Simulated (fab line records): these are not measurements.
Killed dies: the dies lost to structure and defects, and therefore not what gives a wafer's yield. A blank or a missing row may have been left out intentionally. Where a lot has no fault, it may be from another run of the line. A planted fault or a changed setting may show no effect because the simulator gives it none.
A lot that was struck, set against a sound lot	flow nand harc	15 steps out of a route of 1159
Sound: these wafers, L783.3, L783.5, L783.6. Wafers struck: L779.1, L779.4, L779.5. At the end, the cause is stated.
For every step that has rows: the tool of each side, followed by ch and its chambers, followed by its first start. Under that, the readings that differ: sound wafers	struck wafers	difference of the means	sigmas: that difference in standard deviations of wafers without a fault.
alike: same words and numbers on both sides, and readings whose means sit less than 2 such deviations apart. not compared: any withheld reading, any reading some wafer has no value for, any bound like >300 that may hide the same value, and any number with overlapping values for which the record gives no deviation.
Wherever a step has rows on one side only, a row that says differs or no value, or a row with sigmas, the two part there. Numbers that have no deviation but don't overlap get no sigmas and don't part them. A reading that every wafer of one side lacks parts them only if that side has two wafers or more.

first, 1 step without rows for these wafers: NHARC_A_M1_DESCUM_14 (chemistry O2, time 3 s).
NHARC_A_M1_ETCH_35: etches the open film in N2/H2, target depth 40 nm, overetch 12 nm, time 43.94 s.
  sound on rie diel-03 ch 0,1, day 20 14:10; struck on rie diel-11 ch 0,1,2, day 19 14:16
reading	sound	struck	difference	sigmas
mfc ar sccm (sccm)	0.045 0.017 0.045	0 0.005 0	+0	-2
  alike: drypump motor current A, oes product au, rf vpp V, showerhead plenum p Torr, throttle valve pct
  not compared: rf hours counter h
NHARC_A_M1_ETCH_15: etches the open film in C4F8/Ar, target depth 182.5 nm, time 91.2 s.
  sound on rie diel-03 ch 0,2,3; struck on rie diel-11 ch 0,2,3
reading	sound	struck	difference	sigmas
oes product au (a.u.)	0.933 0.931 0.938	0.973 0.962 0.976	+0.036	+2
  alike: rf vpp V
  not compared: rf hours counter h
NHARC_A_M1_CD_MEAS_16:
  sound: cd sem-02 at day 20 14:23; struck: cd sem-02 at day 19 14:29
  alike: cd nm
NHARC_A_M1_STRIP_18: strips in N2/H2.
  sound on rie diel-11 ch 0,1, day 20 14:28; struck on rie diel-11 ch 1,2,3, day 19 14:34
  alike: drypump motor current A, mfc ar sccm, oes product au, rf vpp V, showerhead plenum p Torr, throttle valve pct
  not compared: rf hours counter h
then, 3 steps without rows for these wafers: NHARC_A_M1_ETCH_28 (etches the open film in CF4/N2, target depth 30 nm, time 72.99 s); NHARC_A_M1_STRIP_19 (strips in post etch residue remover, time 600 s); NHARC_A_M1_DEGAS_29 (time 60 s).
NHARC_A_M1_PRE_CLEAN_30: time 30 s.
  sound on pvd sputter-03; struck on pvd sputter-01
  alike: heater power w
NHARC_A_M1_PVD_20: deposits TaN, target thk 5 nm, time 8.06 s.
  sound on pvd sputter-03; struck on pvd sputter-01
  alike: substrate temp c, throttle valve pct
then, 2 steps without rows for these wafers: NHARC_A_M1_PVD_21 (deposits Cu, target thk 30 nm, time 20.49 s); NHARC_A_M1_ECD_22 (material Cu, target thk 400 nm).
NHARC_A_M1_ANNEAL_31: time 90 s.
  sound on rtp anneal-01 ch 0, day 20 15:57; struck on rtp anneal-02, day 19 15:59
  no value came back on the struck wafers for anneal temp c (C), anneal temp c max, wafer_temp_C_max; on the sound wafers anneal temp c (C) reads 225.29 225.21 225.09
then, 1 step without rows for these wafers: NHARC_A_M1_CMP_23 (polishes, t overpolish 20 s, target thk 154.34 nm).
NHARC_END_SORT_01:
  sound on prober-02 ch 0, day 22 04:05; struck on prober-01 ch 0, day 21 02:13
reading	sound	struck	difference	sigmas
defect limited yield (%)	95.0 95.6 94.5	89.4 88.8 90.4	-5.5	-3
killed at array	33 25 35	68 76 63	+38	+3
killed dies	34 30 37	72 76 65	+37	+3
sort_bin_2_pct (%)	1.0 1.5 0.9	6.5 6.2 6.2	+5.2	+8
sort n pass	643 647 640	605 601 612	-37	-3
sort yield pct (%)	95.0 95.6 94.5	89.4 88.8 90.4	-5.5	-3
  alike: killed at other, killed at periphery, killed open, killed short, sort_bin_3_pct, sort_bin_4_pct, sort rim yield pct

## WHERE THEY PART
Last at NHARC_END_SORT_01 as far as this record goes, first at NHARC_A_M1_ETCH_35.

WHY: what had been put in by the simulator
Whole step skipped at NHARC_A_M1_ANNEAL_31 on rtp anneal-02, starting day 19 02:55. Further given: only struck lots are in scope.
